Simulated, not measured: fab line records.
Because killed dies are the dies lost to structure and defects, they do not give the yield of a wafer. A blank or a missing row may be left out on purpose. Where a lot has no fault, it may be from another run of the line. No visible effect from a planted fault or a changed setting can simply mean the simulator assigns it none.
Which tool did it?    flow n5 finfet    72 wafers from 24 lots sampled at 6 of the route's 1938 steps

## WHAT EACH GAUGE READ, for each wafer
N5_BEOL_M13_INSPECT_55: inspects for defects (darkfield). Usual: raw defect count reads 61 (standard deviation 19).
lot   measured      on                 raw defect count  flag
L076  day 10 20:56  defect inspect-02  89 58 41          
L074  day 11 00:44  defect inspect-02  92 47 60          
L077  day 11 10:02  defect inspect-02  39 28 100         
L075  day 11 10:14  defect inspect-01  50 101 85         
L078  day 11 14:23  defect inspect-02  61 66 80          
L079  day 12 04:25  defect inspect-02  79 55 72          
L080  day 12 13:34  defect inspect-01  48 54 71          
L082  day 12 23:04  defect inspect-01  57 46 39          
L081  day 13 03:16  defect inspect-02  52 49 52          
L084  day 13 14:01  defect inspect-02  67 40 39          
L083  day 13 17:02  defect inspect-01  63 60 76          
L086  day 13 22:28  defect inspect-01  74 80 41          
L085  day 14 05:08  defect inspect-02  74 64 78          
L088  day 14 07:41  defect inspect-01  67 40 60          
L087  day 14 08:53  defect inspect-01  67 38 57          
L089  day 14 22:30  defect inspect-01  73 91 113         
L091  day 15 15:21  defect inspect-02  30 36 39          
L090  day 15 15:07  defect inspect-01  64 53 49          
L092  day 15 19:02  defect inspect-01  60 84 74          
L093  day 16 07:23  defect inspect-02  61 55 61          
L096  day 16 13:28  defect inspect-01  65 61 71          
L094  day 16 17:52  defect inspect-02  48 47 36          
L095  day 16 20:34  defect inspect-02  80 92 82          
L097  day 17 11:16  defect inspect-02  53 81 84          

N5_BEOL_M14_CD_MEAS_10 targets a cd of 250 nm. Usual: cd nm reads 250.0 nm (standard deviation 1.6).
lot   measured      on         cd nm (nm)         flag
L076  day 10 21:28  cd sem-01  250.4 248.7 252.6  
L074  day 11 01:28  cd sem-02  251.8 251.3 247.7  
L077  day 11 10:35  cd sem-03  252.5 250.8 250.8  
L075  day 11 10:53  cd sem-01  251.2 249.9 252.3  
L078  day 11 15:03  cd sem-02  248.8 249.8 247.5  
L079  day 12 04:58  cd sem-01  250.5 250.5 249.3  
L080  day 12 14:05  cd sem-03  248.9 247.4 248.6  
L082  day 12 23:36  cd sem-03  250.8 246.0 250.9  
L081  day 13 03:49  cd sem-03  248.2 250.1 245.8  
L084  day 13 14:41  cd sem-03  248.7 251.4 250.3  
L083  day 13 17:34  cd sem-03  251.5 252.4 250.9  
L086  day 13 23:01  cd sem-01  251.4 250.2 251.7  
L085  day 14 05:47  cd sem-01  250.5 251.9 248.8  
L088  day 14 08:20  cd sem-02  248.8 247.8 248.9  
L087  day 14 09:34  cd sem-01  248.6 247.7 247.2  
L089  day 14 23:10  cd sem-02  250.6 251.0 248.2  
L091  day 15 15:53  cd sem-03  249.8 251.5 251.4  
L090  day 15 15:38  cd sem-01  250.9 252.0 252.3  
L092  day 15 19:35  cd sem-03  251.0 249.9 250.9  
L093  day 16 08:00  cd sem-02  250.2 249.0 247.7  
L096  day 16 14:07  cd sem-01  252.1 249.7 248.6  
L094  day 16 18:31  cd sem-01  249.2 250.1 250.2  
L095  day 16 21:06  cd sem-03  250.7 249.0 250.5  
L097  day 17 11:55  cd sem-02  251.5 249.9 250.2  

N5_BEOL_M14_OVL_MEAS_29. Usual: M14_OVL gives 2 nm (standard deviation 6).
lot   measured      on          M14_OVL (nm)  flag
L076  day 10 22:32  overlay-02  3 6 7         
L074  day 11 02:32  overlay-01  9 8 9         
L077  day 11 11:28  overlay-02  6 -2 3        
L075  day 11 11:54  overlay-01  -5 8 -1       
L078  day 11 16:03  overlay-01  9 7 10        
L079  day 12 05:58  overlay-02  6 7 13        
L080  day 12 15:07  overlay-01  5 6 1         
L082  day 13 00:36  overlay-01  -5 4 -3       
L081  day 13 05:03  overlay-01  13 4 3        
L084  day 13 15:57  overlay-02  0 -2 4        
L083  day 13 18:27  overlay-01  5 14 12       
L086  day 14 00:01  overlay-02  4 2 1         
L085  day 14 06:50  overlay-01  -16 14 -3     
L088  day 14 09:20  overlay-02  -1 -1 -6      
L087  day 14 10:54  overlay-02  -3 4 0        
L089  day 15 00:02  overlay-02  0 10 14       
L091  day 15 16:53  overlay-02  2 2 -6        
L090  day 15 16:38  overlay-02  7 0 -1        
L092  day 15 20:35  overlay-01  8 7 2         
L093  day 16 09:01  overlay-01  -1 3 -8       
L096  day 16 15:00  overlay-01  7 5 9         
L094  day 16 19:31  overlay-02  -4 -3 -3      
L095  day 16 21:59  overlay-02  -5 4 2        
L097  day 17 12:55  overlay-02  -3 6 -3       

## WHAT TOOL EACH LOT RAN ON (gives the tool, then ch and the chambers of the sampled wafers, and finally the start)
lot   N5_BEOL_M12_PRE_CLEAN_42      N5_BEOL_M12_SPUTTER_45        N5_BEOL_M14_STRIP_64
L076  pvd sputter-01, day 10 14:16  pvd sputter-01, day 10 14:28  rie diel-01 ch 2,3, day 10 22:32 or earlier
L074  pvd sputter-01, day 10 16:25  pvd sputter-01, day 10 16:37  rie diel-06 ch 0,2,3, day 11 02:32 or earlier
L077  pvd sputter-01, day 11 03:00  pvd sputter-01, day 11 03:12  rie diel-01 ch 0,1,2, day 11 11:28 or earlier
L075  pvd sputter-01, day 11 03:19  pvd sputter-01, day 11 03:31  rie diel-06 ch 0,1, day 11 11:54 or earlier
L078  pvd sputter-02, day 11 03:26  pvd sputter-02, day 11 03:38  rie diel-06 ch 1,2,3, day 11 16:03 or earlier
L079  pvd sputter-02, day 11 22:02  pvd sputter-02, day 11 22:16  rie diel-06 ch 0,1,3, day 12 05:58 or earlier
L080  pvd sputter-02, day 12 06:44  pvd sputter-02, day 12 06:57  rie diel-01 ch 1,2,3, day 12 15:07 or earlier
L082  pvd sputter-03, day 12 16:37  pvd sputter-03, day 12 16:49  rie diel-06 ch 0,2, day 13 00:36 or earlier
L081  pvd sputter-01, day 12 16:41  pvd sputter-01, day 12 16:53  rie diel-06 ch 2,3, day 13 05:03 or earlier
L084  pvd sputter-03, day 13 08:08  pvd sputter-03, day 13 08:20  rie diel-03 ch 2,3, day 13 15:57 or earlier
L083  pvd sputter-01, day 13 10:06  pvd sputter-01, day 13 10:18  rie diel-01 ch 0,3, day 13 18:27 or earlier
L086  pvd sputter-02, day 13 15:44  pvd sputter-02, day 13 15:57  rie diel-06 ch 1,2, day 14 00:01 or earlier
L085  pvd sputter-01, day 13 21:10  pvd sputter-01, day 13 21:22  rie diel-03 ch 2,3, day 14 06:50 or earlier
L088  pvd sputter-02, day 14 02:13  pvd sputter-02, day 14 02:25  rie diel-03 ch 0,3, day 14 09:20 or earlier
L087  pvd sputter-02, day 14 03:15  pvd sputter-02, day 14 03:27  rie diel-06 ch 0,2, day 14 10:54 or earlier
L089  pvd sputter-01, day 14 13:49  pvd sputter-01, day 14 14:01  rie diel-06 ch 0,1,2, day 15 00:02 or earlier
L091  pvd sputter-03, day 15 05:19  pvd sputter-03, day 15 05:31  rie diel-06 ch 1,2, day 15 16:53 or earlier
L090  pvd sputter-03, day 15 05:38  pvd sputter-03, day 15 05:50  rie diel-03 ch 1,3, day 15 16:38 or earlier
L092  pvd sputter-01, day 15 12:51  pvd sputter-01, day 15 13:03  rie diel-03 ch 2,3, day 15 20:35 or earlier
L093  pvd sputter-03, day 15 23:48  pvd sputter-03, day 16 00:00  rie diel-06 ch 0,1,2, day 16 09:01 or earlier
L096  pvd sputter-03, day 16 03:13  pvd sputter-03, day 16 03:25  rie diel-01 ch 0,2,3, day 16 15:00 or earlier
L094  pvd sputter-01, day 16 09:48  pvd sputter-01, day 16 10:00  rie diel-03 ch 0,2,3, day 16 19:31 or earlier
L095  pvd sputter-02, day 16 13:55  pvd sputter-02, day 16 14:07  rie diel-03 ch 0,2,3, day 16 21:59 or earlier
L097  pvd sputter-02, day 17 03:59  pvd sputter-02, day 17 04:11  rie diel-06 ch 0,1,2, day 17 12:55 or earlier
- N5_BEOL_M12_PRE_CLEAN_42: time 30 s.
- N5_BEOL_M12_SPUTTER_45: material Cu, target thk 80 nm, time 13.33 s.
- N5_BEOL_M14_STRIP_64: strips in O2.

## WHAT THE TOOLS THEMSELVES READ (means of the sampled wafers that have a number; where no wafer has one, the mark that the record gives instead)
N5_BEOL_M12_PRE_CLEAN_42. Usual: heater power w reads 334 W (standard deviation 29).
lot   tool            heater power w (W)  flag
L076  pvd sputter-01  298                 
L074  pvd sputter-01  316                 
L077  pvd sputter-01  343                 
L075  pvd sputter-01  364                 
L078  pvd sputter-02  321                 
L079  pvd sputter-02  338                 
L080  pvd sputter-02  340                 
L082  pvd sputter-03  319                 
L081  pvd sputter-01  362                 
L084  pvd sputter-03  329                 
L083  pvd sputter-01  365                 
L086  pvd sputter-02  318                 
L085  pvd sputter-01  352                 
L088  pvd sputter-02  325                 
L087  pvd sputter-02  345                 
L089  pvd sputter-01  327                 
L091  pvd sputter-03  329                 
L090  pvd sputter-03  326                 
L092  pvd sputter-01  342                 
L093  pvd sputter-03  344                 
L096  pvd sputter-03  333                 
L094  pvd sputter-01  351                 
L095  pvd sputter-02  343                 
L097  pvd sputter-02  333                 

N5_BEOL_M12_SPUTTER_45. Usual: throttle valve pct reads 29.9 % (standard deviation 0.91).
lot   tool            throttle valve pct (%)  flag
L076  pvd sputter-01  30.1                    
L074  pvd sputter-01  29.9                    
L077  pvd sputter-01  29.9                    
L075  pvd sputter-01  30.5                    
L078  pvd sputter-02  28.9                    
L079  pvd sputter-02  29.3                    
L080  pvd sputter-02  29.2                    
L082  pvd sputter-03  30.2                    
L081  pvd sputter-01  30.5                    
L084  pvd sputter-03  29.9                    
L083  pvd sputter-01  30.4                    
L086  pvd sputter-02  29.3                    
L085  pvd sputter-01  30.0                    
L088  pvd sputter-02  29.2                    
L087  pvd sputter-02  29.0                    
L089  pvd sputter-01  30.4                    
L091  pvd sputter-03  30.5                    
L090  pvd sputter-03  30.3                    
L092  pvd sputter-01  30.0                    
L093  pvd sputter-03  29.3                    
L096  pvd sputter-03  30.0                    
L094  pvd sputter-01  30.5                    
L095  pvd sputter-02  29.0                    
L097  pvd sputter-02  29.1                    

N5_BEOL_M14_STRIP_64. Usual: drypump motor current A 5.7 A, standard deviation 0.41; oes product au 0.82 a.u., standard deviation 0.067; rf vpp V 3.7 V, standard deviation 0.48; showerhead plenum p Torr 2.11 Torr, standard deviation 0.063; throttle valve pct 16.62 %, standard deviation 0.2.
lot   tool         drypump motor current A (A)  oes product au (a.u.)  rf vpp V (V)  showerhead plenum p Torr (Torr)  throttle valve pct (%)  flag
L076  rie diel-01  5.4                          0.78                   3.3           2.06                             16.75                   
L074  rie diel-06  5.4                          0.81                   3.7           2.12                             16.71                   
L077  rie diel-01  6.1                          0.89                   3.7           2.10                             16.41                   
L075  rie diel-06  5.8                          0.82                   4.1           2.21                             16.58                   
L078  rie diel-06  5.8                          0.83                   3.9           2.15                             16.69                   
L079  rie diel-06  5.6                          0.78                   3.2           2.15                             16.75                   
L080  rie diel-01  5.7                          0.90                   3.7           2.07                             16.41                   
L082  rie diel-06  5.3                          0.81                   3.3           2.15                             16.60                   
L081  rie diel-06  5.6                          0.78                   3.4           2.08                             16.88                   
L084  rie diel-03  5.4                          0.84                   3.8           2.09                             16.57                   
L083  rie diel-01  5.8                          0.93                   4.0           2.09                             16.50                   
L086  rie diel-06  5.7                          0.87                   3.8           2.16                             16.54                   
L085  rie diel-03  5.6                          0.86                   3.9           2.07                             16.45                   
L088  rie diel-03  5.8                          0.85                   3.6           2.07                             16.48                   
L087  rie diel-06  5.3                          0.79                   3.8           2.14                             16.62                   
L089  rie diel-06  5.6                          0.81                   3.5           2.17                             16.60                   
L091  rie diel-06  5.7                          0.84                   4.3           2.16                             16.56                   
L090  rie diel-03  5.9                          0.81                   3.6           2.02                             16.58                   
L092  rie diel-03  5.5                          0.82                   3.6           2.08                             16.60                   
L093  rie diel-06  5.6                          0.79                   3.8           2.16                             16.62                   
L096  rie diel-01  5.8                          0.87                   3.5           2.08                             16.54                   
L094  rie diel-03  5.6                          0.82                   4.0           2.09                             16.64                   
L095  rie diel-03  5.6                          0.82                   3.5           2.09                             16.65                   
L097  rie diel-06  5.6                          0.79                   3.9           2.16                             16.65                   

## THE ANSWER, worked out from the rows above alone
Rule: take the mean of a lot's wafers that have a number; if it is more than 3 standard deviations from the usual mean, the lot is off. Also off: a lot with no number at a reading for which 4 or more lots have one. Any other lot the step has rows for is counted as sound. After the gauges, taken in route order, come the tools' own readings; for these a lot's mean is taken, as printed above. At the first step where some lot is off, the reading lying furthest off is the one used; lots without a number count as furthest.
No lot is off on any of the readings shown, so nothing can be concluded from this.

## WHAT HAD BEEN PUT IN BY THE SIMULATOR
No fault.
